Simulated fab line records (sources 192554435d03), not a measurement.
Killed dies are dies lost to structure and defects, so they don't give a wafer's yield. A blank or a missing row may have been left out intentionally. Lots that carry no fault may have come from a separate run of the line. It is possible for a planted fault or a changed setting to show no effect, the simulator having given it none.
Chamber matching ; flow n5_finfet ; 4 sister chambers for N5_BEOL_M11_ETCH_65 on rie_diel-06
The step etches SiARC in CF4, target depth 39 nm, time 65 s. 16 wafers are shown with their chamber, then 8 later ones without.

## WAFERS PAIRED WITH THEIR CHAMBERS
wafer;chamber;showerhead_plenum_p_Torr (Torr);oes_product_au (a.u.);throttle_valve_pct (%)
L074.4;0;2.10;0.80;15.28
L074.5;3;2.08;0.72;15.32
L074.6;2;2.11;0.59;15.46
L077.1;0;2.09;0.78;15.30
L077.2;3;2.08;0.71;15.37
L077.5;0;2.09;0.78;15.30
L076.1;2;2.11;0.58;15.48
L076.3;1;2.25;0.72;15.55
L076.5;1;2.25;0.72;15.56
L078.1;1;2.25;0.72;15.56
L078.3;0;2.09;0.77;15.33
L078.5;0;2.09;0.76;15.33
L090.3;0;2.08;0.75;15.34
L090.4;0;2.08;0.76;15.36
L090.6;3;2.07;0.69;15.38
L092.1;1;2.24;0.70;15.62

SIGNATURES (averages over the wafers above)
reading;chamber 0;chamber 1;chamber 2;chamber 3;scatter within a chamber
showerhead_plenum_p_Torr;2.0886;2.2475;2.1100;2.0767;0.00597
oes_product_au;0.7714;0.7150;0.5850;0.7067;0.0144
throttle_valve_pct;15.3200;15.5725;15.4700;15.3567;0.0288
Rule: distance of a wafer from a chamber = root of the sum over the readings of ((wafer's reading minus chamber's mean) / reading's scatter) squared. The wafer belongs to the nearest chamber; if the next one is less than 2 further off, it can't be placed. The scatter is the square root of a quotient: the sum, over the shown wafers, of each reading's squared deviation from its chamber's mean, divided by wafers minus chambers.

## WAFERS WHOSE CHAMBER IS MISSING
wafer;showerhead_plenum_p_Torr (Torr);oes_product_au (a.u.);throttle_valve_pct (%)
L092.2;2.07;0.67;15.40
L092.3;2.10;0.80;15.02
L092.4;2.08;0.73;15.36
L092.5;2.10;0.80;15.02
L092.6;2.24;0.70;15.62
L096.3;2.10;0.77;15.04
L096.4;2.07;0.67;15.41
L096.6;2.24;0.69;15.63

## THE CHAMBER EACH PASSED THROUGH
wafer;from the rows above;in truth
L092.2;3;3
L092.3;0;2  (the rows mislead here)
L092.4;can't be placed: 3 or 0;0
L092.5;0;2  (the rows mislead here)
L092.6;1;1
L096.3;0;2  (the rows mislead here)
L096.4;3;3
L096.6;1;1
Placed correctly: 4 of 8. Cannot be placed on the basis of these rows: 1; the candidates contain the true chamber in 1. Wrongly placed: 3.
